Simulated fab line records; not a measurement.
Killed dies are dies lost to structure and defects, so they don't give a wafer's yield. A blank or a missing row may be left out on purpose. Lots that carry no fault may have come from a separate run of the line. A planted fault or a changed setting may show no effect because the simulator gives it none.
fab line records	flow n5-finfet
record lots=5	wafers=14	last-day=16
route steps=1938 shown BEOL_M10@1475 PASSIVATION@1936
lots with no fault: from the same line, run without faults
start-h: hours from the record's first day to the start of the lot's first wafer shown	wait-h: time in hours since the lot's previous step	" same as the row above	L1.1+2: a row that stands for several wafers	- either no value or no given start	* or withheld: withheld	< > ~ a bound
route shown NAME@n: names a module that has steps shown in the file, with the first one's number in the route	usual: average and standard deviation across the fault-free wafers	same: alike in all rows	chamber/n: place in a boat	sites: readings site by site	_std_site: how widely they spread, as a standard deviation	_edge_site: inner sites' mean taken away from outer sites' mean	radius-mm: for every site, how far away it sits from the centre of the wafer	mask NAME#n: copy n	behind: the last tool/chamber to shape the wafer	hold: reason for holding the lot/hours on hold/outcome of the hold	device: whichever transistor did not switch (one of n, p or np)	end of line: tests run on the same wafers once the route is complete	a step given without rows: its recipe and nothing more	killed: dies lost to structure and defects at the first sort, not the wafer's yield	map: dies across one wafer; x = killed, . = not, _ = none there
set.NAME: setting as actually run; set.NAME@STEP: the setting as run at that earlier step	model.NAME: the simulator's own value behind a step, which no gauge read
lots seen at some steps along the route; tables by step, rows by wafer
services: a tool's chamber out of use, with start hour (start-h, from the record's first day; less than 0 if before it), hours out, and reason
## steps
# step N5_BEOL_M10_COAT_59
# recipe resist=SOC	temp-c=250	time-s=60	spin-rpm=1500	resist-thk-nm=100
# step N5_BEOL_M10_COAT_60
# recipe resist=SiARC	temp-c=220	time-s=60	spin-rpm=1500	resist-thk-nm=30
# step N5_BEOL_M10_COAT_05
# recipe resist=CAR-ArF	spin-rpm=1500	resist-thk-nm=90
# step N5_BEOL_M10_EBR_07
# recipe solvent=PGMEA	ebr-width-mm=1.5
# step N5_BEOL_M10_SOFTBAKE_06
# recipe temp-c=110	time-s=60	resist=CAR-ArF
# step N5_BEOL_M10_EXPOSE_08
# recipe mask-id=M10	na=1.35	source-shape=dipole	sigma-inner=0.411	sigma-outer=0.611	polarization=te	dose-mj=53.75
# step N5_BEOL_M10_PEB_09
# recipe peb-temp-c=withheld	peb-time-s=60	resist=CAR-ArF
# step N5_BEOL_M10_DEVELOP_10
# recipe develop-time-s=30	developer=TMAH	resist=CAR-ArF	rinse-liquid=diw	dry=air-spin	dev-temp-c=23
# step N5_BEOL_M10_CD_MEAS_11
# recipe target-cd-nm=64.1	landing-energy-ev=500	detector=se-inlens	polarity=opening
# usual cd-nm=63.7/0.48
# same landing-energy-ev=500
lot.wafer	tool	chamber	start-h	wait-h	cd-nm
L846.1	cd-sem-03	0	237.92	-	64.8
L846.3	"	0	"	"	63.7
L846.4	"	0	"	"	63.9
L851.1	cd-sem-03	0	255.39	-	63.9
L851.3	"	0	"	"	64.0
L851.4	"	0	"	"	63.9
L859.4	cd-sem-01	0	306.95	-	64.1
L859.5	"	0	"	"	64.4
L859.6	"	0	"	"	64.2
L861.1	cd-sem-03	0	325.34	-	63.8
L861.4	"	0	"	"	63.6
L861.5	"	0	"	"	64.0
L865.1	cd-sem-03	0	341.32	-	63.8
L865.4	"	0	"	"	64.1
# step N5_BEOL_M10_OVL_MEAS_12
# recipe points-per-wafer=44
# usual M10_OVL=-0.1/0.82
lot.wafer	tool	chamber	start-h	wait-h	M10_OVL[nm]
L846.1	overlay-01	0	237.95	0.0	-0.1
L846.3	"	0	"	"	-1.1
L846.4	"	0	"	"	-0.5
L851.1	overlay-02	0	255.42	0.0	0.7
L851.3	"	0	"	"	1.8
L851.4	"	0	"	"	0.8
L859.4	overlay-01	0	306.98	0.0	-1.6
L859.5	"	0	"	"	-0.4
L859.6	"	0	"	"	-1.2
L861.1	overlay-02	0	325.37	0.0	0.0
L861.4	"	0	"	"	0.0
L861.5	"	0	"	"	-1.1
L865.1	overlay-01	0	341.35	0.0	-0.1
L865.4	"	0	"	"	0.9
# step N5_BEOL_M10_INSPECT_13
# recipe mode=adi	inspect-instrument=brightfield
# usual raw-defect-count=411/100
lot.wafer	tool	chamber	start-h	wait-h	raw-defect-count
L846.1	defect-inspect-01	-	237.97	0.0	399
L846.3	"	-	"	"	384
L846.4	"	-	"	"	382
L851.1	defect-inspect-01	-	255.45	0.0	501
L851.3	"	-	"	"	303
L851.4	"	-	"	"	410
L859.4	defect-inspect-01	-	307.00	0.0	314
L859.5	"	-	"	"	355
L859.6	"	-	"	"	348
L861.1	defect-inspect-01	-	325.39	0.0	365
L861.4	"	-	"	"	392
L861.5	"	-	"	"	511
L865.1	defect-inspect-01	-	341.37	0.0	418
L865.4	"	-	"	"	427
# step N5_BEOL_M10_DESCUM_16
# recipe chemistry=O2	time-s=7.9	source-power-w=50	bias-power-w=20	pressure-mtorr=20	rf-frequency-hz=2.712e+07	temp-c=40	resist=CAR-ArF	o2-flow-sccm=225
# usual drypump-motor-current-A=5.9/0.45	oes-product-au=0.82/0.094	rf-vpp-V=243.2/1.5	showerhead-plenum-p-Torr=2.10/0.071	throttle-valve-pct=20.40/0.15
lot.wafer	tool	chamber	start-h	wait-h	drypump-motor-current-A	oes-product-au	rf-hours-counter-h	rf-vpp-V	showerhead-plenum-p-Torr	throttle-valve-pct
L846.1	rie-diel-05	1	238.14	0.2	6.2	0.71	222	244.0	2.06	20.29
L846.3	"	0	"	"	5.6	0.98	6	241.6	2.04	20.13
L846.4	"	2	"	"	5.7	0.94	21	242.7	2.06	20.36
L851.1	rie-diel-02	3	255.52	0.1	6.6	0.72	185	242.5	2.08	20.50
L851.3	"	1	"	"	5.4	0.69	221	243.1	2.05	20.43
L851.4	"	2	"	"	6.3	0.84	74	245.0	2.20	20.22
L859.4	rie-diel-02	3	307.04	0.0	6.6	0.71	201	244.2	2.07	20.54
L859.5	"	0	"	"	6.0	0.75	-	239.8	1.99	20.32
L859.6	"	1	"	"	5.4	0.68	-	241.9	2.05	20.47
L861.1	rie-diel-05	3	325.51	0.1	5.5	0.79	101	243.4	2.21	20.58
L861.4	"	1	"	"	6.2	0.70	250	240.9	2.05	20.34
L861.5	"	2	"	"	5.7	0.90	-	242.8	2.05	20.41
L865.1	rie-diel-05	3	341.82	0.5	5.5	0.78	108	244.9	2.21	20.61
L865.4	"	3	"	"	5.5	0.78	-	243.6	2.21	20.58
# step N5_BEOL_M10_ETCH_61
# recipe chemistry=CF4	target=SiARC	target-depth-a=390	mask-material=CAR-ArF	time-s=65	ion-energy-ev=80	pressure-mtorr=40	source-w=545	bias-w=36	Ar_flow_sccm=100	cf4-flow-sccm=100	ends=cleared
# usual drypump-motor-current-A=5.9/0.44	etch-rf-on-time-s=64.6/1.3	oes-product-au=0.70/0.078	rf-vpp-V=184.1/1.3	showerhead-plenum-p-Torr=2.15/0.067	throttle-valve-pct=15.60/0.12
lot.wafer	tool	chamber	start-h	wait-h	drypump-motor-current-A	etch-rf-on-time-s	oes-product-au	rf-hours-counter-h	rf-vpp-V	showerhead-plenum-p-Torr	throttle-valve-pct
L846.1	rie-diel-05	1	238.18	0.0	6.2	64.5	0.61	222	182.9	2.13	15.64
L846.3	"	0	"	"	5.6	62.9	0.83	6	182.6	2.11	15.37
L846.4	"	2	"	"	5.7	64.9	0.79	21	184.0	2.11	15.41
L851.1	rie-diel-02	3	255.55	0.0	6.6	63.9	0.62	185	183.6	2.12	15.63
L851.3	"	1	"	"	5.4	64.6	0.60	221	184.0	2.11	15.78
L851.4	"	2	"	"	6.3	63.8	0.72	74	187.0	2.25	15.43
L859.4	rie-diel-02	3	307.07	0.0	6.6	64.5	0.62	201	183.6	2.12	15.67
L859.5	"	0	"	"	6.0	65.3	0.63	-	182.4	2.05	15.65
L859.6	"	1	"	"	5.5	63.9	0.59	-	183.2	2.11	15.82
L861.1	rie-diel-05	3	325.55	0.0	5.5	66.9	0.67	101	185.3	2.25	15.68
L861.4	"	1	"	"	6.2	64.5	0.59	250	183.8	2.12	15.69
L861.5	"	2	"	"	5.7	65.1	0.76	-	184.1	2.10	15.49
L865.1	rie-diel-05	3	341.88	0.0	5.5	67.9	0.66	108	185.7	2.25	15.66
L865.4	"	3	"	"	5.5	66.5	0.67	-	186.1	2.25	15.66
# step N5_BEOL_M10_ETCH_62
# recipe chemistry=N2/H2	target=SOC	target-depth-a=1100	overetch-a=220	mask-material=SiARC	temp-c=40	time-s=165	ion-energy-ev=200	pressure-mtorr=30	source-w=840	bias-w=150	n2-flow-sccm=200	h2-flow-sccm=200
# usual drypump-motor-current-A=5.9/0.45	oes-product-au=0.69/0.075	rf-vpp-V=524.2/2.5	showerhead-plenum-p-Torr=2.55/0.088	throttle-valve-pct=17.77/0.11
lot.wafer	tool	chamber	start-h	wait-h	drypump-motor-current-A	oes-product-au	rf-hours-counter-h	rf-vpp-V	showerhead-plenum-p-Torr	throttle-valve-pct
L846.1	rie-diel-05	1	238.23	0.0	6.2	0.60	222	522.7	2.50	17.62
L846.3	"	0	"	"	5.6	0.79	6	521.3	2.51	17.72
L846.4	"	2	"	"	5.7	0.80	21	524.2	2.49	17.71
L851.1	rie-diel-02	3	255.60	0.0	6.6	0.61	185	523.7	2.50	17.81
L851.3	"	1	"	"	5.5	0.59	221	521.8	2.51	17.93
L851.4	"	2	"	"	6.3	0.71	74	528.0	2.69	17.68
L859.4	rie-diel-02	3	307.12	0.0	6.6	0.60	201	523.2	2.50	17.87
L859.5	"	0	"	"	6.0	0.63	-	519.9	2.43	17.72
L859.6	"	1	"	"	5.5	0.58	-	522.5	2.50	17.93
L861.1	rie-diel-05	3	325.60	0.0	5.5	0.68	101	528.4	2.66	17.68
L861.4	"	1	"	"	6.2	0.58	250	522.5	2.49	17.66
L861.5	"	2	"	"	5.7	0.75	-	522.3	2.48	17.75
L865.1	rie-diel-05	3	341.95	0.1	5.5	0.68	108	526.6	2.66	17.69
L865.4	"	3	"	"	5.5	0.67	-	528.7	2.66	17.71
# step N5_BEOL_M10_STRIP_68
# recipe chemistry=N2/H2	temp-c=40	n2-flow-sccm=200	h2-flow-sccm=200	rf-frequency-hz=6e+07
# step N5_BEOL_M10_STRIP_67
# recipe chemistry=CF4	resist=SiARC	power-w=300	bias-power-w=75	pressure-mtorr=50	cf4-flow-sccm=150	rf-frequency-hz=6e+07
# usual drypump-motor-current-A=5.9/0.44	oes-product-au=0.81/0.089	power-w=300.0/0.87	rf-vpp-V=271.4/1.5	showerhead-plenum-p-Torr=1.80/0.057	throttle-valve-pct=13.55/0.13
lot.wafer	tool	chamber	start-h	wait-h	drypump-motor-current-A	oes-product-au	power-w	rf-hours-counter-h	rf-vpp-V	showerhead-plenum-p-Torr	throttle-valve-pct
L846.1	rie-diel-05	1	238.37	0.0	6.2	0.70	298.0	222	271.3	1.78	13.61
L846.3	"	0	"	"	5.6	0.95	300.1	6	272.1	1.78	13.33
L846.4	"	2	"	"	5.7	0.94	300.2	21	271.0	1.76	13.36
L851.1	rie-diel-02	3	255.75	0.0	6.6	0.72	300.8	185	270.6	1.77	13.59
L851.3	"	1	"	"	5.4	0.69	301.2	222	270.4	1.77	13.77
L851.4	"	2	"	"	6.3	0.83	301.0	74	276.0	1.88	13.39
L859.4	rie-diel-02	3	307.27	0.0	6.6	0.71	299.5	201	270.2	1.77	13.63
L859.5	"	0	"	"	6.0	0.75	300.0	-	270.3	1.72	13.63
L859.6	"	1	"	"	5.5	0.69	298.8	-	270.3	1.76	13.81
L861.1	rie-diel-05	3	325.74	0.0	5.5	0.80	301.1	101	273.6	1.89	13.61
L861.4	"	1	"	"	6.2	0.68	300.2	250	270.1	1.77	13.68
L861.5	"	2	"	"	5.7	0.89	300.9	-	269.9	1.76	13.42
L865.1	rie-diel-05	3	342.17	0.0	5.5	0.80	298.6	108	273.2	1.89	13.64
L865.4	"	3	"	"	5.5	0.79	299.9	-	271.6	1.89	13.64
# step N5_BEOL_M10_HM_OPEN_17
# recipe chemistry=Cl2/BCl3	target-depth-a=200	overetch-a=60	target=TiN	mask-material=SOC	ion-energy-ev=150	pressure-mtorr=10	icp-w=1000	bias-w=126	Cl2_flow_sccm=53.25	bcl3-flow-sccm=21.75	Ar_flow_sccm=25
# usual drypump-motor-current-A=5.7/0.32	oes-product-au=0.68/0.094	throttle-valve-pct=22.06/0.13
lot.wafer	tool	chamber	start-h	wait-h	drypump-motor-current-A	oes-product-au	rf-hours-counter-h	throttle-valve-pct
L846.1	rie-metal-02	1	238.41	0.0	5.4	0.66	42	21.83
L846.3	"	1	"	"	5.4	0.66	-	21.84
L846.4	"	0	"	"	5.8	0.58	-	22.19
L851.1	rie-metal-01	0	255.79	0.0	5.2	0.55	116	22.35
L851.3	"	1	"	"	5.6	0.63	-	22.10
L851.4	"	0	"	"	5.1	0.54	-	22.36
L859.4	rie-metal-03	1	307.34	0.1	6.2	0.82	-	21.98
L859.5	"	1	"	"	6.2	0.81	-	21.97
L859.6	"	0	"	"	5.9	0.74	-	22.05
L861.1	rie-metal-03	1	325.78	0.0	6.2	0.80	4	22.00
L861.4	"	0	"	"	5.9	0.74	-	22.03
L861.5	"	1	"	"	6.2	0.80	-	22.00
L865.1	rie-metal-01	1	342.22	0.0	5.6	0.61	68	22.13
L865.4	"	0	"	"	5.2	0.82	-	21.92
# step N5_BEOL_M10_STRIP_19
# recipe chemistry=O2	power-w=400	temp-c=40	pressure-mtorr=30	rf-frequency-hz=6e+07	bias-power-w=0	overash-fraction=0.2	o2-flow-sccm=225
# usual drypump-motor-current-A=5.9/0.51	oes-product-au=0.80/0.093	rf-vpp-V=3.6/0.59	showerhead-plenum-p-Torr=2.11/0.073	throttle-valve-pct=16.66/0.17
lot.wafer	tool	chamber	start-h	wait-h	drypump-motor-current-A	oes-product-au	rf-hours-counter-h	rf-vpp-V	showerhead-plenum-p-Torr	throttle-valve-pct
L846.1	rie-diel-02	2	238.53	0.1	6.4	0.84	71	2.6	2.20	16.45
L846.3	"	3	"	"	6.6	0.74	178	3.4	2.08	16.70
L846.4	"	0	"	"	6.0	0.77	130	3.1	2.00	16.58
L851.1	rie-diel-05	1	255.90	0.1	6.2	0.71	228	2.8	2.07	16.62
L851.3	"	3	"	"	5.5	0.82	79	3.6	2.23	16.72
L851.4	"	0	"	"	5.6	0.96	12	3.2	2.05	16.34
L859.4	rie-diel-02	0	307.54	0.2	6.0	0.74	152	2.8	1.99	16.65
L859.5	"	3	"	"	6.6	0.72	-	3.8	2.08	16.75
L859.6	"	0	"	"	6.0	0.75	-	3.6	1.99	16.62
L861.1	rie-diel-05	0	325.93	0.1	5.6	0.91	35	2.7	2.04	16.39
L861.4	"	1	"	"	6.2	0.69	250	3.6	2.06	16.65
L861.5	"	2	"	"	5.7	0.88	-	4.0	2.06	16.59
L865.1	rie-diel-01	3	342.41	0.2	5.9	0.83	79	2.1	2.11	16.63
L865.4	"	1	"	"	6.5	0.92	-	4.0	2.07	16.83
# step N5_BEOL_M10_CD_MEAS_18
# recipe pitch-nm=140	target-cd-nm=70
# usual cd-nm=69.6/0.52
lot.wafer	tool	chamber	start-h	wait-h	cd-nm
L846.1	cd-sem-03	-	238.60	0.0	70.2
L846.3	"	-	"	"	70.0
L846.4	"	-	"	"	69.8
L851.1	cd-sem-01	-	255.97	0.0	69.4
L851.3	"	-	"	"	69.8
L851.4	"	-	"	"	70.3
L859.4	cd-sem-01	-	307.61	0.1	69.9
L859.5	"	-	"	"	70.2
L859.6	"	-	"	"	70.3
L861.1	cd-sem-03	-	326.00	0.0	69.6
L861.4	"	-	"	"	69.1
L861.5	"	-	"	"	70.3
L865.1	cd-sem-02	-	342.48	0.0	70.0
L865.4	"	-	"	"	69.7
# step N5_BEOL_M10_COAT_63
# recipe resist=SOC	temp-c=250	time-s=60	spin-rpm=1500	resist-thk-nm=100
# step N5_BEOL_M10_COAT_64
# recipe resist=SiARC	temp-c=220	time-s=60	spin-rpm=1500	resist-thk-nm=30
# step N5_BEOL_M10_COAT_22
# recipe resist=CAR-ArF	spin-rpm=1500	resist-thk-nm=90
# step N5_BEOL_M10_EBR_24
# recipe solvent=PGMEA	ebr-width-mm=1.5
# step N5_BEOL_M10_SOFTBAKE_23
# recipe temp-c=110	time-s=60	resist=CAR-ArF
# step N5_BEOL_M10_EXPOSE_25
# recipe mask-id=V9	na=1.35	source-shape=annular	sigma-inner=0.5	sigma-outer=0.8	polarization=unpolarized	dose-mj=85.5
# step N5_BEOL_M10_PEB_26
# recipe peb-temp-c=withheld	peb-time-s=60	resist=CAR-ArF
# step N5_BEOL_M10_DEVELOP_27
# recipe develop-time-s=30	developer=TMAH	resist=CAR-ArF	rinse-liquid=diw	dry=air-spin	dev-temp-c=23
# step N5_BEOL_M10_CD_MEAS_28
# recipe target-cd-nm=70	landing-energy-ev=500	detector=se-inlens	polarity=opening
# usual cd-nm=70.2/1
# same landing-energy-ev=500
lot.wafer	tool	chamber	start-h	wait-h	cd-nm
L846.1	cd-sem-02	0	239.30	-	68.8
L846.3	"	0	"	"	70.6
L846.4	"	0	"	"	69.6
L851.1	cd-sem-03	0	258.17	-	69.6
L851.3	"	0	"	"	71.5
L851.4	"	0	"	"	69.4
L859.4	cd-sem-01	0	309.17	-	72.1
L859.5	"	0	"	"	70.9
L859.6	"	0	"	"	69.9
L861.1	cd-sem-01	0	327.57	-	71.8
L861.4	"	0	"	"	71.4
L861.5	"	0	"	"	72.7
L865.1	cd-sem-01	0	342.83	-	69.5
L865.4	"	0	"	"	70.0
# step N5_BEOL_M10_OVL_MEAS_29
# recipe points-per-wafer=44
# usual V9_OVL=0.2/0.77
lot.wafer	tool	chamber	start-h	wait-h	V9_OVL[nm]
L846.1	overlay-01	0	239.33	0.0	-0.9
L846.3	"	0	"	"	0.0
L846.4	"	0	"	"	-0.5
L851.1	overlay-02	0	258.20	0.0	0.0
L851.3	"	0	"	"	1.0
L851.4	"	0	"	"	0.4
L859.4	overlay-02	0	309.19	0.0	0.5
L859.5	"	0	"	"	0.1
L859.6	"	0	"	"	1.1
L861.1	overlay-01	0	327.60	0.0	0.1
L861.4	"	0	"	"	0.1
L861.5	"	0	"	"	-0.4
L865.1	overlay-01	0	342.86	0.0	-0.7
L865.4	"	0	"	"	-0.4
# step N5_BEOL_M10_INSPECT_30
# recipe mode=adi	inspect-instrument=brightfield
# usual raw-defect-count=406/97
lot.wafer	tool	chamber	start-h	wait-h	raw-defect-count
L846.1	defect-inspect-02	-	239.36	0.0	378
L846.3	"	-	"	"	391
L846.4	"	-	"	"	373
L851.1	defect-inspect-02	-	258.22	0.0	503
L851.3	"	-	"	"	294
L851.4	"	-	"	"	403
L859.4	defect-inspect-01	-	309.22	0.0	293
L859.5	"	-	"	"	863
L859.6	"	-	"	"	362
L861.1	defect-inspect-02	-	327.63	0.0	365
L861.4	"	-	"	"	388
L861.5	"	-	"	"	507
L865.1	defect-inspect-01	-	342.89	0.0	420
L865.4	"	-	"	"	465
# step N5_BEOL_M10_DESCUM_33
# recipe chemistry=O2	time-s=7.9	source-power-w=50	bias-power-w=20	pressure-mtorr=20	rf-frequency-hz=2.712e+07	temp-c=40	resist=CAR-ArF	o2-flow-sccm=225
# step N5_PASSIVATION_PROBE_49
# usual defect-limited-yield=91.0/1.5	killed_at_M0_to_M3=35/12	killed_at_M4_up=15/5.8	killed-at-contacts=14/7.2	killed-at-front-end=40/10	killed-at-other=3/3	killed-dies=106/18	killed-on-rim=14/4	killed-open=68/14	killed-short=35/7.2	sort_bin_5_function=5.2/0.96	sort_bin_6_memory=3.3/0.69	sort_bin_8_speed=0.00/0.022	sort-n-pass=1074/18	sort-yield-pct=91.0/1.5
# same gross-dies=1180	killed-at-back-side=0	sort_bin_4_leakage[%]=0
lot.wafer	tool	chamber	start-h	wait-h	defect-limited-yield[%]	killed_at_M0_to_M3	killed_at_M4_up	killed-at-contacts	killed-at-front-end	killed-at-other	killed-dies	killed-on-rim	killed-open	killed-short	sort_bin_5_function[%]	sort_bin_6_memory[%]	sort_bin_8_speed[%]	sort-n-pass	sort-yield-pct[%]
L846.1	prober-02	-	298.63	0.0	94.2	21	8	2	37	1	69	10	43	23	3.4	2.2	0	1111	94.2
L846.3	prober-02	-	298.73	0.1	91.2	37	12	11	44	0	104	9	64	37	5.7	3.1	0	1076	91.2
L846.4	prober-02	-	298.78	0.2	92.4	39	10	2	37	2	90	12	44	43	4.9	2.2	0	1090	92.4
L851.1	prober-01	-	308.26	0.0	87.1	52	16	18	65	1	152	19	92	50	7.9	3.9	0	1028	87.1
L851.3	prober-01	-	308.36	0.1	90.2	47	13	22	31	3	116	22	77	36	5.8	3.8	0	1064	90.2
L851.4	prober-01	-	308.41	0.2	90.8	49	7	18	32	2	108	21	64	42	5.9	2.9	0	1072	90.8
L859.4	prober-02	-	365.55	0.5	93.7	29	14	2	29	0	74	5	48	26	4.0	2.1	0	1106	93.7
L859.5	prober-02	-	365.60	0.5	90.6	15	59	11	23	3	111	26	48	22	5.8	2.7	0	1069	90.6
L859.6	prober-02	-	365.65	0.6	92.4	35	14	8	27	6	90	8	56	33	4.5	2.8	0	1090	92.4
L861.1	prober-02	-	374.10	0.0	93.3	26	9	11	31	2	79	9	42	34	3.4	3.1	0	1101	93.3
L861.4	prober-02	-	374.25	0.2	91.4	33	19	10	28	11	101	12	65	33	4.7	3.1	0	1079	91.4
L861.5	prober-02	-	374.30	0.2	90.6	35	17	16	29	14	111	14	72	35	5.6	3.6	0	1069	90.6
L865.1	prober-02	-	391.52	0.0	89.6	49	13	16	38	7	123	12	81	42	6.0	3.7	0	1057	89.6
L865.4	prober-02	-	391.67	0.2	93.0	29	11	14	25	4	83	9	57	24	4.7	2.2	0.08	1097	93.0
# killed by level:class
L846.1 FIN_SAQP:geometric-particle:short=10 BEOL_M3:geometric-particle:open=8 BEOL_M2:geometric-particle:open=7 GATE_CUT:geometric-particle:open=4 GATE_CUT:geometric-particle:short=4 STARTING-WAFER:geometric-particle:open=4 STI_FIN_REVEAL:geometric-particle:open=3 FIN_SAQP:geometric-particle:open=2
L846.3 BEOL_M0_SAQP:geometric-particle:short=12 MOL_CONTACT_COAG:geometric-particle:open=9 BEOL_M0_SAQP:geometric-particle:open=9 FIN_SAQP:geometric-particle:short=7 DUMMY_GATE:geometric-particle:open=7 BEOL_M4:geometric-particle:open=7 ILD0:geometric-particle:open=6 BEOL_M1:geometric-particle:open=6
L846.4 BEOL_M0_SAQP:geometric-particle:short=9 FIN_SAQP:geometric-particle:short=8 GATE_CUT:geometric-particle:short=8 BEOL_M3:geometric-particle:open=8 BEOL_M0_SAQP:geometric-particle:open=8 BEOL_M2:geometric-particle:open=6 SPACER0:geometric-particle:short=4 BEOL_M6:geometric-particle:open=4
L851.1 FIN_SAQP:geometric-particle:short=17 MOL_CONTACT_COAG:geometric-particle:open=17 BEOL_M2:geometric-particle:open=15 STI_FIN_REVEAL:geometric-particle:open=11 BEOL_M1:geometric-particle:open=11 BEOL_M0_SAQP:geometric-particle:short=10 HKMG_FIN:area-etch=8 GATE_CUT:geometric-particle:short=7
L851.3 MOL_CONTACT_COAG:geometric-particle:open=18 BEOL_M2:geometric-particle:open=15 BEOL_M1:geometric-particle:open=10 BEOL_M0_SAQP:geometric-particle:short=7 BEOL_M4:geometric-particle:open=5 STARTING-WAFER:geometric-particle:open=5 FIN_SAQP:geometric-particle:short=4 STI_FIN_REVEAL:geometric-particle:open=4
L851.4 MOL_CONTACT_COAG:geometric-particle:open=15 FIN_SAQP:geometric-particle:open=11 BEOL_M0_SAQP:geometric-particle:short=10 BEOL_M2:geometric-particle:open=10 FIN_SAQP:geometric-particle:short=9 BEOL_M0_SAQP:geometric-particle:open=8 BEOL_M3:geometric-particle:open=7 BEOL_M2:geometric-particle:short=6
L859.4 FIN_SAQP:geometric-particle:open=8 BEOL_M0_SAQP:geometric-particle:short=7 BEOL_M0_SAQP:geometric-particle:open=7 BEOL_M3:geometric-particle:open=7 BEOL_M3:geometric-particle:short=4 DUMMY_GATE:geometric-particle:short=4 DUMMY_GATE:geometric-particle:open=3 GATE_CUT:geometric-particle:open=3
L859.5 BEOL_M10:unspecified=41 FIN_SAQP:geometric-particle:open=9 BEOL_M4:geometric-particle:open=9 MOL_CONTACT_COAG:geometric-particle:open=8 BEOL_M0_SAQP:geometric-particle:short=5 MOL_CONTACT_COAG:geometric-particle:short=3 BEOL_M3:geometric-particle:short=3 BEOL_M7:geometric-particle:open=3
L859.6 BEOL_M0_SAQP:geometric-particle:short=10 BEOL_M4:geometric-particle:open=10 MOL_CONTACT_COAG:geometric-particle:open=7 BEOL_M0_SAQP:geometric-particle:open=7 BEOL_M2:geometric-particle:open=6 BEOL_M3:geometric-particle:open=6 FIN_SAQP:geometric-particle:short=4 FIN_SAQP:geometric-particle:open=4
L861.1 MOL_CONTACT_COAG:geometric-particle:open=8 FIN_SAQP:geometric-particle:short=6 GATE_CUT:geometric-particle:short=6 BEOL_M3:geometric-particle:open=6 FIN_SAQP:geometric-particle:open=5 BEOL_M1:geometric-particle:open=5 BEOL_M2:geometric-particle:open=5 STARTING-WAFER:geometric-particle:short=4
L861.4 STI_FIN_REVEAL:geometric-particle:open=9 BEOL_M1:geometric-particle:open=9 MOL_CONTACT_COAG:geometric-particle:open=8 BEOL_M4:geometric-particle:open=8 FIN_SAQP:geometric-particle:short=4 MIM_TOP_ETCH:geometric-particle:short=4 BEOL_M0_SAQP:geometric-particle:short=4 BEOL_M0_SAQP:geometric-particle:open=4
L861.5 MOL_CONTACT_COAG:geometric-particle:open=11 FIN_SAQP:geometric-particle:open=9 BEOL_M1:geometric-particle:open=9 BEOL_M0_SAQP:geometric-particle:short=7 BEOL_M4:geometric-particle:open=6 BEOL_M3:geometric-particle:open=5 FIN_SAQP:geometric-particle:short=4 STI_FIN_REVEAL:geometric-particle:open=4
L865.1 BEOL_M2:geometric-particle:open=20 MOL_CONTACT_COAG:geometric-particle:open=14 GATE_CUT:geometric-particle:short=6 GATE_CUT:geometric-particle:open=6 BEOL_M0:geometric-particle:open=6 STI_FIN_REVEAL:geometric-particle:open=5 BEOL_M0_SAQP:geometric-particle:short=5 BEOL_M1:geometric-particle:open=5
L865.4 MOL_CONTACT_COAG:geometric-particle:open=12 STI_FIN_REVEAL:geometric-particle:open=11 BEOL_M0_SAQP:geometric-particle:open=5 BEOL_M2:geometric-particle:open=5 BEOL_M0:geometric-particle:open=4 BEOL_M3:geometric-particle:open=4 BEOL_M4:geometric-particle:open=4 STARTING-WAFER:geometric-particle:open=4
# map L859.5 (x killed, . not)
_________________...........x________________
______________......x.........x._____________
___________x.................x..x..__________
__________...........x..x.....x....._________
________.............................._______
_______..x...x.........................______
______.................................._____
_____..........................x.........____
____..x...........................xx......___
___........................................__
___.....................................x..__
__...x.x..x.......x...........xx............_
__x.............x........................x.._
_..x..............x.x........................
_x...............x...xx..x........xx....x..x.
_............................................
_..x........x.......................x.x......
_xxx........x................................
_xxx.............................x...........
_xxx.x........x....x.....x.............x....x
_xxxx..x.....x.......................x.......
__xxxxx..................x.x...x............_
__xxxxxx...................................._
___xxxxxx.................x................__
___xxx.....x.......x.......................__
____xxx...................................___
_____x.x.....................x.....x...x.____
______.x...x...........x.....x.........._____
_______................................______
________......x............x.....x...._______
__________................x........._________
___________............x.......xx..__________
______________.................._____________
_________________.........x..________________
# map L851.1 (x killed, . not)
_________________......x.....________________
______________........x.......x._____________
___________..........x.x.x...x.....__________
__________x........................._________
________...x........xx..............x._______
_______.x.x.........xxxx..xx.x....x..x.______
______x......x......x...............xx.._____
_____........x....x...x......x...x..x....____
____....x..........x..x........x..........___
___.......................x............x...__
___...........x.xx..x..........x.....x.x...__
__....x.......................xx............_
__........x...............x.......x........._
_..............x.........x.....xx...x........
_......x..x........x.......x...x.....x.......
_..x....x.xx...........x.........x.....x.....
_x.xx.x.......xx......x......................
_....x.x.x......x.....x.x.....x......x.......
_......x.........x......x....x..xx.x........x
_..........x.....................x.......x...
_.x..x....x.........x..x..xx....x...xx.......
__............x...x.................x....x.._
__x.......x..........x.....x..x...x....x...x_
___...x........x..............x............__
___......x..........x......x.x.............__
____..x...........x.x.x.....x........x....___
_____...................................x____
______.......xx.x............xx........._____
_______.........................x......______
________..x............x.........x...._______
__________x....x........x..........._________
___________....x.........x.........__________
______________..x.........x...x._____________
_________________.....x...x..________________
## services
tool	chamber	start-h	hours	kind
rie-diel-01	1	244.89	-	clean
rie-diel-01	1	244.89	-	consumable-replace:focus-ring
rie-diel-02	2	248.76	6.5	repair
rie-diel-01	-	253.57	0.8	repair
rie-metal-03	1	263.96	-	clean
rie-metal-03	1	263.96	12.2	scheduled-down
rie-metal-03	1	263.96	12.2	vent-cycle
rie-metal-03	-	264.05	1.1	repair
rie-metal-03	-	276.12	2.8	pm
rie-metal-01	0	287.58	-	clean
rie-metal-01	0	287.58	27.7	scheduled-down
rie-metal-01	0	287.58	27.7	vent-cycle
rie-metal-03	-	299.73	0.2	repair
rie-diel-01	0	325.99	3.7	repair
rie-diel-05	1	326.14	-	clean
rie-diel-05	1	326.14	-	consumable-replace:focus-ring
rie-diel-05	1	326.14	19.0	scheduled-down
rie-diel-05	1	326.14	19.0	vent-cycle
rie-diel-01	-	335.81	0.4	repair
rie-diel-05	0	336.10	17.6	repair
rie-diel-02	1	341.39	-	clean
rie-diel-02	1	341.39	-	consumable-replace:focus-ring
rie-diel-02	1	341.39	26.6	scheduled-down
rie-diel-02	1	341.39	26.6	vent-cycle
## key
first-sign step=N5_BEOL_M10_INSPECT_30	reading=raw-defect-count	direction=up	sigmas=4.7	usual=406	struck=863
effect step=N5_PASSIVATION_PROBE_49	reading=killed_at_M4_up	direction=up	sigmas=7.7	usual=15	struck=59
more-kills-born-at N5_BEOL_M10_ETCH_61@rie-diel-02=41
met-at N5_BEOL_M10_ETCH_61
struck-wafers L859.5
fault kind=chamber-particle-source	tool=rie-diel-02	chamber=0	onset-h=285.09	steps=N5_BEOL_M10_ETCH_61	rate-per-visit-cm2=0.80396	end-h=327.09
